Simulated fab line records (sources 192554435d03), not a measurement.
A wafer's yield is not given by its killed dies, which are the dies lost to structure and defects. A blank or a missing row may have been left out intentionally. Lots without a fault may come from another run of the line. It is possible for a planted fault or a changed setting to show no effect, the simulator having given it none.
What tool caused it?	flow n5-finfet	24 lots with 72 wafers sampled at 6 steps, on a route of 1938 steps

WHAT THE GAUGES READ, wafer by wafer
N5_BEOL_M8_CD_MEAS_35 targets a cd of 40 nm.
lot	measured	on	cd-nm (nm)
L076	day 9 16:37	cd-sem-02	40.1 41.3 39.8
L074	day 9 20:17	cd-sem-02	41.1 40.6 38.7
L075	day 9 20:20	cd-sem-03	40.2 40.3 39.9
L077	day 10 08:50	cd-sem-03	39.7 41.8 40.4
L078	day 10 12:45	cd-sem-03	39.1 40.8 41.3
L080	day 10 17:56	cd-sem-03	39.7 39.1 40.7
L079	day 10 18:58	cd-sem-01	41.3 40.4 40.4
L081	day 11 03:44	cd-sem-03	40.0 42.0 40.7
L084	day 11 18:59	cd-sem-01	38.6 40.2 39.8
L082	day 11 19:34	cd-sem-01	40.9 39.8 39.5
L083	day 11 19:38	cd-sem-03	40.2 40.5 40.3
L085	day 12 03:24	cd-sem-03	39.4 40.7 38.4
L086	day 12 22:18	cd-sem-01	39.4 39.6 38.4
L087	day 13 09:49	cd-sem-03	40.7 39.1 40.6
L089	day 14 07:11	cd-sem-02	40.9 40.3 40.5
L088	day 14 07:35	cd-sem-02	39.8 41.3 39.3
L093	day 14 16:56	cd-sem-02	39.6 39.9 40.3
L090	day 14 17:05	cd-sem-02	40.4 40.5 41.1
L091	day 14 17:31	cd-sem-02	40.3 39.4 39.9
L092	day 14 18:14	cd-sem-03	39.8 39.8 39.9
L094	day 15 04:12	cd-sem-02	39.5 40.7 40.2
L095	day 15 05:05	cd-sem-02	40.3 38.9 39.7
L097	day 15 16:31	cd-sem-01	40.2 40.0 39.0
L096	day 15 19:41	cd-sem-02	40.8 40.5 41.0

N5_BEOL_M9_CD_MEAS_11 targets a cd of 64.1 nm.
lot	measured	on	cd-nm (nm)
L076	day 9 22:02	cd-sem-01	64.0 64.3 63.9
L074	day 10 02:07	cd-sem-02	63.5 64.3 64.0
L075	day 10 02:11	cd-sem-01	64.0 64.2 65.1
L077	day 10 12:40	cd-sem-03	64.7 65.9 65.7
L078	day 10 18:17	cd-sem-03	64.2 64.0 65.2
L080	day 11 00:43	cd-sem-03	63.8 64.6 65.4
L079	day 11 00:49	cd-sem-01	64.3 64.9 64.2
L081	day 11 07:53	cd-sem-01	64.6 64.6 63.9
L084	day 12 00:11	cd-sem-02	63.8 63.3 63.9
L082	day 12 01:18	cd-sem-01	63.8 63.6 63.7
L083	day 12 01:44	cd-sem-02	64.7 64.0 64.5
L085	day 12 11:59	cd-sem-01	63.3 64.0 64.7
L086	day 13 05:29	cd-sem-02	65.0 62.9 65.1
L087	day 13 16:05	cd-sem-02	63.9 64.0 64.4
L089	day 14 13:41	cd-sem-01	64.2 63.9 64.6
L088	day 14 13:56	cd-sem-02	64.3 64.7 63.8
L093	day 15 00:50	cd-sem-02	64.5 63.7 64.3
L090	day 15 01:01	cd-sem-02	64.9 65.6 65.5
L091	day 15 01:11	cd-sem-01	63.5 63.3 65.1
L092	day 15 01:20	cd-sem-02	64.3 64.3 63.6
L094	day 15 08:52	cd-sem-01	63.1 64.4 64.0
L095	day 15 09:15	cd-sem-03	65.1 65.6 64.4
L097	day 15 21:43	cd-sem-02	64.7 64.3 64.8
L096	day 16 02:56	cd-sem-01	63.9 63.6 64.1

N5_BEOL_M9_INSPECT_13: inspects for defects (brightfield).
lot	measured	on	raw-defect-count
L076	day 9 22:05	defect-inspect-01	311 331 329
L074	day 10 02:10	defect-inspect-01	454 393 506
L075	day 10 02:14	defect-inspect-01	313 461 281
L077	day 10 12:43	defect-inspect-01	245 246 272
L078	day 10 18:20	defect-inspect-01	316 374 343
L080	day 11 00:46	defect-inspect-01	373 331 312
L079	day 11 00:52	defect-inspect-02	472 342 407
L081	day 11 07:56	defect-inspect-02	399 434 382
L084	day 12 00:14	defect-inspect-01	463 471 397
L082	day 12 01:22	defect-inspect-02	445 403 398
L083	day 12 01:47	defect-inspect-01	355 348 526
L085	day 12 12:02	defect-inspect-02	505 449 446
L086	day 13 05:32	defect-inspect-01	446 460 429
L087	day 13 16:08	defect-inspect-01	490 378 482
L089	day 14 13:44	defect-inspect-01	428 492 441
L088	day 14 13:59	defect-inspect-01	368 400 429
L093	day 15 00:53	defect-inspect-02	357 525 306
L090	day 15 01:04	defect-inspect-02	446 520 478
L091	day 15 01:14	defect-inspect-01	451 494 503
L092	day 15 01:23	defect-inspect-02	489 417 373
L094	day 15 08:55	defect-inspect-01	337 337 439
L095	day 15 09:18	defect-inspect-02	539 604 507
L097	day 15 21:46	defect-inspect-01	300 295 401
L096	day 16 02:59	defect-inspect-02	518 428 472

N5_BEOL_M9_CD_MEAS_18: pitch 140 nm, target cd 70 nm.
lot	measured	on	cd-nm (nm)
L076	day 9 22:35	cd-sem-02	69.9 70.6 69.6
L074	day 10 02:41	cd-sem-01	69.3 69.5 69.9
L075	day 10 02:57	cd-sem-01	70.9 70.3 70.4
L077	day 10 13:49	cd-sem-01	70.3 70.7 71.3
L078	day 10 18:51	cd-sem-01	69.6 69.6 71.6
L080	day 11 01:16	cd-sem-01	70.2 71.2 71.6
L079	day 11 01:21	cd-sem-03	70.0 71.2 70.0
L081	day 11 08:25	cd-sem-03	70.3 69.9 70.2
L084	day 12 00:53	cd-sem-02	69.5 68.6 69.1
L082	day 12 01:51	cd-sem-01	69.8 69.3 69.3
L083	day 12 02:16	cd-sem-03	71.6 70.3 70.9
L085	day 12 12:31	cd-sem-03	69.3 69.4 69.9
L086	day 13 06:01	cd-sem-01	70.4 69.6 71.2
L087	day 13 16:38	cd-sem-01	68.6 70.0 70.8
L089	day 14 14:19	cd-sem-02	71.2 70.1 70.3
L088	day 14 14:32	cd-sem-01	70.6 70.6 68.9
L093	day 15 01:22	cd-sem-03	71.3 70.3 69.8
L090	day 15 01:47	cd-sem-03	71.3 72.1 70.3
L091	day 15 01:50	cd-sem-03	70.2 68.1 70.6
L092	day 15 01:55	cd-sem-03	70.2 70.3 70.2
L094	day 15 09:37	cd-sem-01	69.5 69.3 69.8
L095	day 15 10:14	cd-sem-03	70.8 71.6 71.1
L097	day 15 22:16	cd-sem-02	70.7 70.6 71.0
L096	day 16 03:38	cd-sem-01	70.3 69.8 69.4

WHAT TOOL EACH LOT RAN ON (gives the tool, then ch and the chambers of the sampled wafers, and finally the start)
lot	N5_BEOL_M8_ETCH_41	N5_BEOL_M8_STRIP_80
L076	rie-diel-03 ch 0,2,3, day 9 16:37 or earlier	rie-diel-03 ch 0,2,3, day 9 16:37 or earlier
L074	rie-diel-03 ch 0,1, day 9 20:17 or earlier	rie-diel-03 ch 0,1, day 9 20:17 or earlier
L075	rie-diel-05 ch 1,2, day 9 20:20 or earlier	rie-diel-05 ch 1,2, day 9 20:20 or earlier
L077	rie-diel-05 ch 2,3, day 10 08:50 or earlier	rie-diel-05 ch 2,3, day 10 08:50 or earlier
L078	rie-diel-01 ch 0,2,3, day 10 12:45 or earlier	rie-diel-01 ch 0,2,3, day 10 12:45 or earlier
L080	rie-diel-03 ch 0,2, day 10 17:56 or earlier	rie-diel-03 ch 0,2, day 10 17:56 or earlier
L079	rie-diel-01 ch 1,3, day 10 18:58 or earlier	rie-diel-01 ch 1,3, day 10 18:58 or earlier
L081	rie-diel-03 ch 0,1,2, day 11 03:44 or earlier	rie-diel-03 ch 0,1,2, day 11 03:44 or earlier
L084	rie-diel-05 ch 0,3, day 11 18:59 or earlier	rie-diel-05 ch 0,3, day 11 18:59 or earlier
L082	rie-diel-01 ch 0,1, day 11 19:34 or earlier	rie-diel-01 ch 0,1, day 11 19:34 or earlier
L083	rie-diel-05 ch 2,3, day 11 19:38 or earlier	rie-diel-05 ch 2,3, day 11 19:38 or earlier
L085	rie-diel-03 ch 0,2,3, day 12 03:24 or earlier	rie-diel-03 ch 0,2,3, day 12 03:24 or earlier
L086	rie-diel-05 ch 2,3, day 12 22:18 or earlier	rie-diel-05 ch 2,3, day 12 22:18 or earlier
L087	rie-diel-05 ch 2,3, day 13 09:49 or earlier	rie-diel-05 ch 2,3, day 13 09:49 or earlier
L089	rie-diel-01 ch 0,2,3, day 14 07:11 or earlier	rie-diel-01 ch 0,2,3, day 14 07:11 or earlier
L088	rie-diel-01 ch 0,1,3, day 14 07:35 or earlier	rie-diel-01 ch 0,1,3, day 14 07:35 or earlier
L093	rie-diel-03 ch 0,2,3, day 14 16:56 or earlier	rie-diel-03 ch 0,2,3, day 14 16:56 or earlier
L090	rie-diel-05 ch 1,2,3, day 14 17:05 or earlier	rie-diel-05 ch 1,2,3, day 14 17:05 or earlier
L091	rie-diel-03 ch 0,3, day 14 17:31 or earlier	rie-diel-03 ch 0,3, day 14 17:31 or earlier
L092	rie-diel-03 ch 0,2, day 14 18:14 or earlier	rie-diel-03 ch 0,2, day 14 18:14 or earlier
L094	rie-diel-03 ch 0,1,3, day 15 04:12 or earlier	rie-diel-03 ch 0,1,3, day 15 04:12 or earlier
L095	rie-diel-05 ch 0,1,3, day 15 05:05 or earlier	rie-diel-05 ch 0,1,3, day 15 05:05 or earlier
L097	rie-diel-03 ch 0,1,2, day 15 16:31 or earlier	rie-diel-03 ch 0,1,2, day 15 16:31 or earlier
L096	rie-diel-03 ch 0,1,2, day 15 19:41 or earlier	rie-diel-03 ch 0,1,2, day 15 19:41 or earlier
- N5_BEOL_M8_ETCH_41: etches SiCN in CH3F/O2, target depth 31.9 nm, time 57.8 s.
- N5_BEOL_M8_STRIP_80: strips in N2/H2, time 10 s.

WHAT THE TOOLS THEMSELVES READ (means of the sampled wafers that have a number; where no wafer has one, the mark that the record gives instead)
N5_BEOL_M8_ETCH_41.
lot	tool	drypump-motor-current-A (A)	oes-product-au (a.u.)	rf-vpp-V (V)	showerhead-plenum-p-Torr (Torr)	throttle-valve-pct (%)
L076	rie-diel-03	5.4	0.87	297.4	2.01	16.18
L074	rie-diel-03	5.3	0.86	298.6	2.09	16.09
L075	rie-diel-05	5.7	0.70	297.5	1.95	16.50
L077	rie-diel-05	5.7	0.69	295.7	1.96	16.54
L078	rie-diel-01	5.7	0.82	298.9	2.04	16.08
L080	rie-diel-03	5.0	0.89	299.7	2.09	16.09
L079	rie-diel-01	5.8	0.75	298.2	2.02	16.26
L081	rie-diel-03	5.1	0.89	297.4	2.02	16.01
L084	rie-diel-05	5.1	0.69	298.0	2.01	16.26
L082	rie-diel-01	5.9	0.69	297.7	2.05	16.45
L083	rie-diel-05	5.7	0.69	296.0	1.95	16.56
L085	rie-diel-03	5.4	0.83	297.5	2.00	16.23
L086	rie-diel-05	5.7	0.69	297.0	1.95	16.58
L087	rie-diel-05	5.3	0.70	297.7	2.01	16.49
L089	rie-diel-01	5.7	0.89	297.7	2.03	15.98
L088	rie-diel-01	5.9	0.82	297.9	2.01	16.17
L093	rie-diel-03	5.5	0.80	296.5	2.00	16.26
L090	rie-diel-05	5.5	0.68	296.4	1.97	16.56
L091	rie-diel-03	6.0	0.75	297.5	1.98	16.50
L092	rie-diel-03	4.9	0.85	298.6	2.01	16.05
L094	rie-diel-03	5.7	0.78	297.5	2.00	16.28
L095	rie-diel-05	5.1	0.67	296.7	1.99	16.40
L097	rie-diel-03	5.1	0.82	297.9	2.01	16.08
L096	rie-diel-03	5.1	0.82	297.8	2.01	16.07

N5_BEOL_M8_STRIP_80.
lot	tool	drypump-motor-current-A (A)	oes-product-au (a.u.)	rf-vpp-V (V)	showerhead-plenum-p-Torr (Torr)	throttle-valve-pct (%)
L076	rie-diel-03	5.4	0.87	59.5	2.54	23.6
L074	rie-diel-03	5.3	0.86	60.0	2.61	23.2
L075	rie-diel-05	5.7	0.70	58.4	2.47	23.7
L077	rie-diel-05	5.7	0.69	58.9	2.49	24.0
L078	rie-diel-01	5.8	0.82	59.7	2.60	23.2
L080	rie-diel-03	5.0	0.89	59.8	2.62	23.5
L079	rie-diel-01	5.8	0.76	59.3	2.57	23.5
L081	rie-diel-03	5.1	0.88	60.0	2.54	23.2
L084	rie-diel-05	5.1	0.68	58.8	2.54	23.2
L082	rie-diel-01	5.9	0.68	58.6	2.61	23.7
L083	rie-diel-05	5.7	0.69	59.7	2.49	24.0
L085	rie-diel-03	5.5	0.83	59.0	2.53	23.7
L086	rie-diel-05	5.7	0.68	58.9	2.49	24.0
L087	rie-diel-05	5.3	0.68	59.0	2.55	23.8
L089	rie-diel-01	5.8	0.88	59.6	2.59	23.2
L088	rie-diel-01	5.9	0.82	58.9	2.56	23.4
L093	rie-diel-03	5.5	0.80	59.3	2.53	23.7
L090	rie-diel-05	5.5	0.68	59.0	2.50	23.8
L091	rie-diel-03	6.0	0.75	59.7	2.50	23.9
L092	rie-diel-03	4.9	0.85	59.6	2.55	23.5
L094	rie-diel-03	5.7	0.76	59.2	2.51	23.5
L095	rie-diel-05	5.2	0.67	58.5	2.53	23.4
L097	rie-diel-03	5.1	0.81	58.9	2.53	23.3
L096	rie-diel-03	5.1	0.82	58.6	2.53	23.3

THE ANSWER, worked out from the rows above alone
Rule: what is usual is taken from the lots themselves. Put in order of their means at a reading, lots are off if they are a third of the lots or fewer, leave a main group of 4 or more, and stand apart from it by a gap of 3 or more times the standard deviation of the main group's means; of several such gaps the widest counts. A main group whose means are all the same, to the digits that the tables above print for the reading, isn't used. Also off: a lot with no number at a reading for which 4 or more lots have one. Where the step has rows for the other lots, those lots are counted as sound. First the gauges in route order, then the tools' own readings, where a lot's mean is used as printed above. The first step at which some lot is off is used, and at that step the reading that is off furthest; a lot without a number counts as furthest.
None of the lots is off at any reading shown; this tells nothing.

WHAT THE SIMULATOR PUT IN
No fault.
